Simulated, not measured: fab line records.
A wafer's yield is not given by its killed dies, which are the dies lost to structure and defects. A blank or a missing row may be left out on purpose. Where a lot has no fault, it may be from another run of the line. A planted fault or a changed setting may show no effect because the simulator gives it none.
fab line records | flow n5-finfet
record lots=9 wafers=25 last-day=19
route steps=1938 shown BEOL_M2@843 BEOL_M4@1111
lots untouched by any fault: they come from a run of this same line in which no faults occurred
start-h: start of the lot's first displayed wafer, in hours after the record's first day | wait-h: time in hours since the lot's previous step | " same as the row above | L1.1+2: a row that stands for several wafers | - value missing, or start not given | * or withheld: withheld | < > ~ a bound
route shown NAME@n: a module of which the file shows steps, and the number in the route of the first | usual: the fault-free wafers' mean and standard deviation | same: alike in all rows | chamber/n: place in a boat | sites: readings site by site | _std_site: standard deviation of those values | _edge_site: outer sites' mean less inner sites' | radius-mm: how far each site lies from the wafer's centre | mask NAME#n: copy n | behind: the last tool/chamber to shape the wafer | hold: what put the lot on hold/how long, in hours/how the hold closed | device: transistor that didn't switch, given as n, p or np | end of line: the route-end tests of the same wafers | for a step that has no rows: nothing shown but its recipe | killed: dies lost to structure and defects at the first sort, not the wafer's yield | map: shows each die of a wafer: x if killed, . if not, _ if none is there
set.NAME: the run value of the setting; set.NAME@STEP: its run value at that earlier step | model.NAME: the simulator's own value behind a step, which no gauge read
steps of the route over a sample of lots; a table a step, a row a wafer
services: the hour from which a tool's chamber was out of use, counted from the record's first day as start-h (under 0 if before that day), plus the number of hours and why
## steps
# step N5_BEOL_M2_PECVD_72
# recipe material=SiO2 target-thk-a=160 temp-c=400 precursor=TEOS/O2 pressure-torr=5.5 rf-w=450 teos-flow-sccm=53.8 gas=O2 flow-sccm=3000 time-s=18
# usual heater-power-w=766/100 rf-fwd-power-W=444.8/1.7 showerhead-plenum-p-Torr=8.80/0.082 susceptor-temp-C=400.02/0.23 throttle-valve-pct=22.9/1.1
# columns lot.wafer tool chamber start-h wait-h heater-power-w rf-fwd-power-W showerhead-plenum-p-Torr susceptor-temp-C throttle-valve-pct
L776.2 pecvd-02 1 154.42 0.0 760 448.2 8.89 400.30 24.5
L776.3 " 2 " " 699 445.9 8.86 400.27 21.8
L776.6 " 0 " " 678 446.0 8.65 400.13 22.2
L775.4 pecvd-04 2 156.28 0.1 625 445.6 8.89 400.08 22.4
L775.5 " 0 " " 794 443.8 8.70 399.71 22.7
L775.6 " 1 " " 982 446.1 8.87 400.21 24.9
L778.2 pecvd-04 0 169.84 0.0 804 447.1 8.70 399.56 22.7
L778.4 " 2 " " 740 442.2 8.89 399.95 22.2
L778.5 " 1 " " 997 445.6 8.85 400.05 25.3
L777.1 pecvd-04 2 172.58 0.0 632 443.9 8.90 400.22 22.3
L777.4 " 2 " " 643 443.2 8.90 399.81 22.1
L777.6 " 0 " " 910 445.9 8.68 400.05 22.7
L780.1 pecvd-02 0 194.60 0.0 652 447.6 8.66 399.95 22.3
L780.3 " 2 " " 789 441.5 8.85 400.01 22.0
L780.4 " 2 " " 809 442.3 8.87 399.63 21.7
L782.3 pecvd-04 1 213.58 0.0 928 444.6 8.86 400.41 25.2
L782.4 " 2 " " 746 - 8.88 - 22.3
L785.1 pecvd-04 1 230.11 0.0 871 446.5 8.87 400.03 25.5
L785.5 " 1 " " 861 - 8.83 - 25.4
L789.2 pecvd-03 0 247.09 0.0 655 444.9 8.75 399.99 22.5
L789.5 " 1 " " 813 443.1 8.80 400.14 22.6
L789.6 " 0 " " 657 444.7 8.74 399.90 22.9
L795.1 pecvd-04 1 280.06 0.0 995 443.8 8.84 400.01 25.0
L795.5 " 2 " " 711 444.3 8.90 399.87 22.3
L795.6 " 1 " " 998 444.5 8.88 400.15 25.1
# step N5_BEOL_M2_ANNEAL_91
# recipe temp-c=400 time-s=240 ambient=vacuum
# usual heater-power-w=805/66 susceptor-temp-C=400.01/0.23
# columns lot.wafer tool chamber start-h wait-h heater-power-w susceptor-temp-C
L776.2 pvd-sputter-02 - 160.87 0.0 827 399.92
L776.3 " - " " 732 400.14
L776.6 " - " " 813 399.93
L775.4 pvd-sputter-02 - 164.79 0.0 724 400.00
L775.5 " - " " 810 399.87
L775.6 " - " " 814 400.09
L777.1 pvd-sputter-02 - 179.92 0.0 832 400.10
L777.4 " - " " 792 400.00
L777.6 " - " " 777 400.14
L778.2 pvd-sputter-03 - 180.11 0.0 818 399.83
L778.4 " - " " 719 399.97
L778.5 " - " " 709 400.02
L780.1 pvd-sputter-03 - 216.04 0.0 731 399.93
L780.3 " - " " 832 399.88
L780.4 " - " " 948 400.04
L782.3 pvd-sputter-03 - 242.33 0.0 947 399.45
L782.4 " - " " 733 400.08
L785.1 pvd-sputter-02 - 264.75 0.0 820 399.76
L785.5 " - " " 787 400.15
L789.2 pvd-sputter-01 - 278.17 0.0 855 399.87
L789.5 " - " " 763 400.25
L789.6 " - " " 908 399.95
L795.1 pvd-sputter-01 - 294.83 0.0 855 400.16
L795.5 " - " " 903 400.08
L795.6 " - " " 745 399.89
# step N5_BEOL_M2_ANNEAL_95
# recipe temp-c=400 time-s=240 ambient=vacuum
# usual heater-power-w=807/63 susceptor-temp-C=400.01/0.22
# columns lot.wafer tool chamber start-h wait-h heater-power-w susceptor-temp-C
L776.2 pvd-sputter-02 - 161.31 0.0 822 399.57
L776.3 " - " " 722 400.07
L776.6 " - " " 820 399.91
L775.4 pvd-sputter-02 - 165.23 0.0 731 399.83
L775.5 " - " " 810 399.69
L775.6 " - " " 790 399.61
L777.1 pvd-sputter-02 - 180.36 0.0 808 400.14
L777.4 " - " " 811 399.93
L777.6 " - " " 779 399.53
L778.2 pvd-sputter-03 - 180.55 0.0 801 400.23
L778.4 " - " " 725 399.89
L778.5 " - " " 721 400.32
L780.1 pvd-sputter-03 - 216.48 0.0 783 399.75
L780.3 " - " " 841 399.71
L780.4 " - " " 937 400.02
L782.3 pvd-sputter-03 - 242.77 0.0 938 399.68
L782.4 " - " " 715 399.89
L785.1 pvd-sputter-02 - 265.19 0.0 828 399.81
L785.5 " - " " 795 400.11
L789.2 pvd-sputter-01 - 278.61 0.0 864 399.86
L789.5 " - " " 764 400.12
L789.6 " - " " 912 400.28
L795.1 pvd-sputter-01 - 295.27 0.0 914 400.06
L795.5 " - " " 914 400.09
L795.6 " - " " 744 399.87
# step N5_BEOL_M2_CMP_52
# recipe stop-on=SiOC t-overpolish-s=6.8 down-force-psi=1 platen-rpm=50 clearing-platen-down-force-psi=1.5 clearing-platen-rpm=50 post-cmp-clean=cu-alkaline target-thk-nm=40 clearing-platen-pad-velocity-m-s=0.99484 pad-velocity-m-s=0.99484
# usual barrier-field-endpoint-s=24.8/0.65 clearing-platen-down-force-psi=1.501/0.0035 motor-current-A=6.0/0.35
# columns lot.wafer tool chamber start-h wait-h barrier-field-endpoint-s clearing-platen-down-force-psi motor-current-A
L776.2 cmp-01 2 161.98 0.2 24.3 1.504 6.4
L776.3 " 0 " " 25.7 1.500 6.6
L776.6 " 2 " " 25.3 1.505 6.2
L775.4 cmp-01 3 165.94 0.2 24.7 1.502 6.1
L775.6 " 2 " " 24.1 1.497 6.1
L775.5 " 3 " " 25.2 1.493 5.7
L777.1 cmp-04 1 181.00 0.3 25.2 1.497 6.0
L777.4 " 0 " " 24.8 1.502 5.5
L777.6 " 1 " " 26.1 1.499 6.4
L778.4 cmp-01 0 181.19 0.1 24.3 1.502 6.2
L778.2 " 3 " " 25.2 1.497 5.7
L778.5 " 0 " " 24.7 1.498 6.4
L780.4 cmp-04 3 217.16 0.2 25.6 1.507 6.4
L780.1 " 0 " " 24.9 1.501 5.7
L780.3 " 1 " " 26.0 1.503 6.4
L782.4 cmp-03 2 243.44 0.2 19.6 1.494 6.0
L782.3 " 0 " " 23.8 1.500 5.8
L785.1 cmp-03 3 265.86 0.3 24.1 1.501 6.4
L785.5 " 3 " " 20.5 1.504 6.6
L789.2 cmp-04 2 279.28 0.2 25.3 1.504 5.5
L789.5 " 1 " " 25.5 1.507 6.3
L789.6 " 2 " " 25.6 1.504 5.6
L795.1 cmp-04 0 296.85 1.2 24.7 1.501 5.6
L795.6 " 0 " " 24.6 1.497 5.4
L795.5 " 1 " " 25.2 1.493 6.3
# step N5_BEOL_M2_RS_MEAS_58
# recipe thk-meas-gauge=four-point-probe reads=Co_of_BEOL_M2_CO_CAP_55+Cu_of_BEOL_M2_ECD_50+Co_of_BEOL_M2_CVD_47+TaN_of_BEOL_M2_ALD_84
# usual M2_RS=0.67/0.036
# columns lot.wafer tool chamber start-h wait-h M2_RS[ohm/sq]
L776.2 film-metro-02 - 162.50 0.1 0.66
L776.3 " - " " 0.61
L776.6 " - " " 0.63
L775.4 film-metro-01 - 166.59 0.0 0.67
L775.5 " - " " 0.59
L775.6 " - " " 0.65
L777.1 film-metro-01 - 181.55 0.0 0.62
L777.4 " - " " 0.64
L777.6 " - " " 0.60
L778.2 film-metro-01 - 181.75 0.1 0.64
L778.4 " - " " 0.72
L778.5 " - " " 0.70
L780.1 film-metro-01 - 217.73 0.0 0.69
L780.3 " - " " 0.63
L780.4 " - " " 0.66
L782.3 film-metro-01 - 243.96 0.1 0.68
L782.4 " - " " 0.69
L785.1 film-metro-01 - 266.41 0.1 0.68
L785.5 " - " " 0.71
L789.2 film-metro-02 - 279.80 0.1 0.65
L789.5 " - " " 0.66
L789.6 " - " " 0.69
L795.1 film-metro-02 - 297.58 0.0 0.68
L795.5 " - " " 0.64
L795.6 " - " " 0.66
# step N5_BEOL_M4_RC_MEAS_101
# usual DIBL_N=36.0/1.7 DIBL_P=36.2/1.9 IOFF_N=0.154/0.028 IOFF_P=0.21/0.036 ION_N=675/11 ION_P=463/8.3 SS_N=71.4/0.63 SS_P=73.2/0.55 VT_N=250.2/3 VT_P=-251/3.7
# columns lot.wafer tool chamber start-h wait-h DIBL_N[mV/V] DIBL_P[mV/V] IOFF_N[nA/um] IOFF_P[nA/um] ION_N[uA/um] ION_P[uA/um] SS_N[mV/dec] SS_P[mV/dec] VT_N[mV] VT_P[mV]
L776.2 prober-02 0 239.69 0.2 37.7 38.6 0.180 0.23 685 477 71.5 73.7 249.5 -247
L776.3 " 0 " " 38.0 38.8 0.185 0.23 679 467 72.4 73.4 246.9 -248
L776.6 " 0 " " 34.4 34.9 0.128 0.17 671 462 71.1 72.3 252.7 -250
L775.4 prober-02 0 244.44 0.5 32.7 32.2 0.103 0.16 668 463 70.7 72.2 255.7 -256
L775.5 " 0 " " 35.9 34.8 0.140 0.19 672 457 70.7 73.0 251.5 -255
L775.6 " 0 " " 36.7 36.0 0.152 0.20 678 458 70.6 73.6 250.0 -251
L777.1 prober-01 0 262.57 0.0 38.5 40.8 0.191 0.23 689 469 71.7 73.7 247.8 -248
L777.4 " 0 " " 34.9 36.2 0.124 0.17 654 455 71.2 73.0 255.7 -254
L777.6 " 0 " " 37.2 39.1 0.178 0.20 700 465 71.2 74.1 246.3 -252
L778.2 prober-02 0 264.84 0.2 34.7 35.6 0.134 0.18 666 460 71.4 72.7 252.2 -252
L778.4 " 0 " " 35.7 36.4 0.155 0.20 679 461 71.4 72.8 248.9 -251
L778.5 " 0 " " 35.7 36.5 0.146 0.19 674 465 71.2 72.5 249.6 -251
L780.1 prober-01 0 276.31 0.0 32.5 32.9 0.102 0.15 657 452 70.8 71.7 255.7 -254
L780.3 " 0 " " 35.8 37.7 0.158 0.21 673 465 71.1 73.0 249.3 -248
L780.4 " 0 " " 33.1 34.8 0.113 0.17 662 463 70.6 72.3 252.1 -254
L782.3 prober-02 0 291.94 0.3 36.0 35.2 0.135 0.17 667 452 71.5 73.1 250.2 -253
L782.4 " 0 " " 37.1 35.5 0.162 0.18 677 456 71.9 73.5 250.1 -255
L785.1 prober-02 0 296.73 0.0 33.4 33.4 0.116 0.18 651 457 70.2 72.5 254.3 -250
L785.5 " 0 " " 36.1 36.0 0.152 0.21 667 459 72.3 72.6 252.9 -251
L789.2 prober-01 0 330.34 0.2 34.8 35.1 0.140 0.18 665 452 71.5 73.5 250.6 -255
L789.5 " 0 " " 32.6 32.5 0.105 0.15 658 454 70.6 73.3 256.1 -255
L789.6 " 0 " " 35.5 35.8 0.151 0.20 662 457 70.9 73.1 249.8 -253
L795.1 prober-02 0 347.04 0.0 36.1 36.9 0.145 0.21 660 455 71.4 73.0 253.2 -253
L795.5 " 0 " " 35.9 34.8 0.148 0.19 662 456 71.4 72.7 252.0 -252
L795.6 " 0 " " 37.9 39.6 0.192 0.25 697 471 72.3 73.9 247.7 -249
## services
# columns tool chamber start-h hours kind
cmp-04 - 134.18 0.7 repair
cmp-01 - 141.71 3.6 repair
pecvd-04 1 171.33 5.5 scheduled-down
pecvd-02 - 171.92 1.4 repair
pecvd-02 - 175.34 2.1 repair
cmp-03 - 181.07 4.2 pm
cmp-03 - 187.94 1.7 repair
cmp-04 - 200.39 4.0 pm
cmp-04 - 204.39 - consumable-replace:conditioner
cmp-04 - 204.39 - consumable-replace:pad
pvd-sputter-03 - 205.12 1.6 repair
pecvd-02 2 212.74 2.1 scheduled-down
cmp-03 - 220.37 0.8 repair
pecvd-02 1 227.29 5.5 scheduled-down
pvd-sputter-01 - 237.91 1.1 repair
cmp-01 - 251.66 1.4 repair
cmp-01 - 253.25 6.7 pm
cmp-01 - 265.31 4.0 pm
cmp-01 - 269.31 - consumable-replace:conditioner
cmp-01 - 269.31 - consumable-replace:pad
pecvd-02 0 279.38 2.1 scheduled-down
pecvd-03 - 286.12 14.6 pm
pecvd-04 2 287.69 4.1 repair
pecvd-04 - 289.55 6.0 pm
## key
first-sign step=N5_BEOL_M2_CMP_52 reading=barrier-field-endpoint-s direction=down sigmas=7.3 usual=24.8 struck=20.0
effect none on later readings
met-at N5_BEOL_M2_PECVD_72
struck-lots L782,L785
struck-wafers L782.4,L785.5
not-acting-at N5_BEOL_M2_ANNEAL_91,N5_BEOL_M2_ANNEAL_95,N5_BEOL_M2_RS_MEAS_58
onset-between 172.58 213.58
fault kind=process-parameter-drift tool=pecvd-04 chamber=- onset-h=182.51 steps=N5_BEOL_M2_PECVD_72 channel=time-s offset=* shape=step end-h=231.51 scope=struck-wafers-only acts-in=* stated=*
